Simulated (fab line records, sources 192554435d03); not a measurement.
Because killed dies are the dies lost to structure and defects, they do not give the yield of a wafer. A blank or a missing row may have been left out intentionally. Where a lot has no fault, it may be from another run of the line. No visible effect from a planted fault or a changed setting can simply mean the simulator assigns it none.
Matching of chambers ; flow n5Finfet ; aldSin-02 running N5_STI_FIN_REVEAL_ALD_14: 4 sister chambers
The step deposits Si3N4, target thk 3 nm. 4 wafers are shown with their chamber, then 7 later ones without.

== EACH WAFER AND ITS CHAMBER ==
wafer;chamber;heaterPowerW (W)
L088.5;2;816
L088.6;1;828
L090.1;3;811
L090.2;0;706

== WAFERS WITHOUT THEIR CHAMBER ==
wafer;heaterPowerW (W)
L090.3;841
L096.2;843
L096.4;838
L096.6;824
L097.2;836
L097.3;682
L097.6;835

== CHAMBER TAKEN BY EACH ==
wafer;from the rows above;in truth
L090.3;can't be placed: 1 or 2 or 3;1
L096.2;can't be placed: 1 or 2 or 3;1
L096.4;can't be placed: 1 or 2 or 3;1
L096.6;can't be placed: 1 or 2 or 3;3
L097.2;can't be placed: 1 or 2 or 3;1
L097.3;0;0
L097.6;can't be placed: 1 or 2 or 3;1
1 of 7 placed correctly. Can't be placed from these rows: 6 (the true chamber is among the candidates in 6). Number placed wrongly: 0.
How it was worked out, from the rows above alone: a wafer's distance from a chamber is the root of the sum, over the readings, of the square of ((its reading less the chamber's mean) divided by the reading's scatter). The wafer belongs to the nearest chamber; if the next one is less than 2 further off, it can't be placed. For every chamber, the mean is computed from those of its wafers that are shown. The scatter: root of mean squared gap, hidden wafer to nearest shown wafer, with one shown wafer a chamber.
